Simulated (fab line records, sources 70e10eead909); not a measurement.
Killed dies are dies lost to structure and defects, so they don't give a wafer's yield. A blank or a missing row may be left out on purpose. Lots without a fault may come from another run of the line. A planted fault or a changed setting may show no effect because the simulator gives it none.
Problem report in the 8D (eight disciplines) form, filled by code | flow nand_harc | the parts of the form that need people (team, actions taken, sign-off) are left out

1. THE PROBLEM
oes_product_au at NHARC_A_M1_ETCH_28 reads a mean of 0.831 a.u. on 2 wafers of 2 lots; wafers without a fault read 1.005 a.u. with a standard deviation of 0.011. That is -16 standard deviations from the usual mean.
The step: etches the open film in CF4/N2, target depth 30 nm, time 72.99 s.
First seen on wafer L180.6, day 26 06:24, on rie_diel-05. The record holds 39 wafers of 13 lots with a number at this step. Rule for "out", or "out of limits": more than 4 standard deviations from the usual mean. The other wafers with a number count as sound.

2. WHAT IT IS AND WHAT IT IS NOT
question                    | is                | is not
which readings at this step | oes_product_au    | drypump_motor_current_A, n2_flow_sccm, rf_vpp_V, showerhead_plenum_p_Torr, throttle_valve_pct
which lots                  | L180, L183        | L174, L176, L181, L182, L187, L189, L190, L192, L193, L196, L197
which wafers of those lots  | L180.6, L183.6    | L180.2, L180.3, L183.2, L183.5
read on which tools         | rie_diel-05       | rie_diel-10
when                        | from day 26 06:24 | up to then (14 sound wafers); but 23 sound wafers of L183, L187, L189, L190, L192, L193, L196, L197 came after

3. SUSPECTS, AND WHAT RULES EACH OUT
Counting: a tool at a process step up to the reading stays a suspect if it ran every lot that is out. Sound lots after the first of them don't rule it out here, since some wafers of a struck lot are sound.
- rtp_anneal-01 at NHARC_A_M0_ANNEAL_30 (time 90 s): kept. It ran every lot that is out, first L180 (day 26 02:11); its last sound lot up to then is L182 (day 26 00:05).
- rie_diel-05 at NHARC_A_M1_ETCH_28 (etches the open film in CF4/N2, target depth 30 nm, time 72.99 s): kept. It ran every lot that is out, first L180 (day 26 06:24); its last sound lot up to then is L182 (day 26 03:06). Its own readings are out on those wafers: oes_product_au.
Left after counting: rtp_anneal-01 at NHARC_A_M0_ANNEAL_30, rie_diel-05 at NHARC_A_M1_ETCH_28.

4. THE CAUSE (what the simulator had put in)
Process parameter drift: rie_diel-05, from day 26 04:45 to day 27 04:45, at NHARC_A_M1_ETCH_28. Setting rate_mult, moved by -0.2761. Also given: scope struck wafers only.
Counting left 2 suspects, and this tool is among them.

5. THE CHAIN OF EFFECTS, in route order
Each row: a reading whose mean over the struck wafers that have a number lies more than 3 standard deviations from the usual. Only readings for which the record gives a usual standard deviation are gone through. hours: the time from each lot's start at the first step in this table that gives one to its start at this step, as a median over the lots. sigmas: the change in usual standard deviations.
hours | step               | reading        | usual      | on struck wafers | change | sigmas
0     | NHARC_A_M1_ETCH_28 | oes_product_au | 1.005 a.u. | 0.831            | -0.174 | -16
The process steps in it:
- NHARC_A_M1_ETCH_28: etches the open film in CF4/N2, target depth 30 nm, time 72.99 s.
Readings that are blank on the struck wafers while sound wafers have them: pad_life_wafers at NHARC_A_M1_CMP_23.
Later measuring or inspecting steps at which every struck wafer that the step has a row for has a number for every such reading, and none has moved that far: NHARC_END_SORT_01.

6. WHAT WOULD HAVE CAUGHT IT SOONER
In this record the first reading out of limits was taken at day 26 06:24, 2 hours after the fault began at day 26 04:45.
